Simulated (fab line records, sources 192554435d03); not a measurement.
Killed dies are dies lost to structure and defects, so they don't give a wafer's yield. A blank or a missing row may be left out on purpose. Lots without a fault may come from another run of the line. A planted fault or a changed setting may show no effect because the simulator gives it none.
Split-lot experiment | flow n5_finfet | 7 lots, 21 wafers read, on a route of 1938 steps

THE SPLIT
At N5_WELL_APT_COAT_02 (resist thk 950 nm), the setting spin_rpm was moved away from the recipe's 1357 rpm on 7 of the 21 wafers read, by -8.9% to +6.1%. The other wafers ran this setting at the recipe's value.

The reading is taken at the split's own step.

THE READING
coat_of_WELL_APT_COAT_02.thk_nm (the simulator's own value, which no gauge read), in nm, at N5_WELL_APT_COAT_02 (resist thk 950 nm). The file gives no usual value for it. The 14 wafers here that ran the recipe average 951.8 nm, standard deviation 1.8 nm.

wafer  | tool, chamber at the split | spin_rpm as run, rpm | against the recipe | coat_of_WELL_APT_COAT_02.thk_nm, nm | against lot-mates on the recipe
L074.1 | litho_track-03, 0          | 1357                 | recipe             | 954.4                               | -
L074.3 | litho_track-03, 0          | 1357                 | recipe             | 951.7                               | -
L074.6 | litho_track-03, 0          | 1236                 | -8.9%              | 999.6                               | +46.6
L078.3 | litho_track-04, 0          | 1357                 | recipe             | 952.3                               | -
L078.4 | litho_track-04, 0          | 1357                 | recipe             | 952.8                               | -
L078.6 | litho_track-04, 0          | 1357                 | recipe             | 954.7                               | -
L081.1 | litho_track-02, 0          | 1246                 | -8.2%              | 990.2                               | +41.2
L081.4 | litho_track-02, 0          | 1246                 | -8.2%              | 986.9                               | +37.9
L081.6 | litho_track-02, 0          | 1357                 | recipe             | 949                                 | -
L084.2 | litho_track-02, 0          | 1417                 | +4.4%              | 929.9                               | -18.6
L084.3 | litho_track-02, 0          | 1417                 | +4.4%              | 932.1                               | -16.4
L084.5 | litho_track-02, 0          | 1357                 | recipe             | 948.5                               | -
L087.4 | litho_track-03, 0          | 1357                 | recipe             | 953.3                               | -
L087.5 | litho_track-03, 0          | 1357                 | recipe             | 951.1                               | -
L087.6 | litho_track-03, 0          | 1357                 | recipe             | 952.9                               | -
L092.3 | litho_track-02, 0          | 1440                 | +6.1%              | 920.5                               | -29.6
L092.5 | litho_track-02, 0          | 1440                 | +6.1%              | 925.1                               | -25.0
L092.6 | litho_track-02, 0          | 1357                 | recipe             | 950.1                               | -
L093.1 | litho_track-04, 0          | 1357                 | recipe             | 951.7                               | -
L093.2 | litho_track-04, 0          | 1357                 | recipe             | 950.8                               | -
L093.6 | litho_track-04, 0          | 1357                 | recipe             | 951.2                               | -

THE FIT
A straight line over all 21 wafers: coat_of_WELL_APT_COAT_02.thk_nm changes by -4.79 nm for each +1% of spin_rpm; r = -0.99; the points scatter about the line by 2.3 nm.
The same after taking each lot's own level away (the mean of its wafers on the recipe; 21 wafers): -4.73 nm for each +1%; r = -1.00; scatter 1.9 nm.
On that fit, the largest move of spin_rpm shifts the reading by 42 nm.
The lots' own levels span 948.50 to 953.27 nm, that is 2.7 times the standard deviation above.
So the lot-to-lot level changes the slope little: the two slopes agree.
Check: with one of the wafers moved furthest among these (-8.9%) left out of the fit, the line predicts +41.5 nm for it against its lot-mates. It came out at +46.6 nm against them.

THE FILE'S OWN FIT
coat_of_WELL_APT_COAT_02.thk_nm changes by -4.83 nm for each +1% of spin_rpm, r = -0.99.
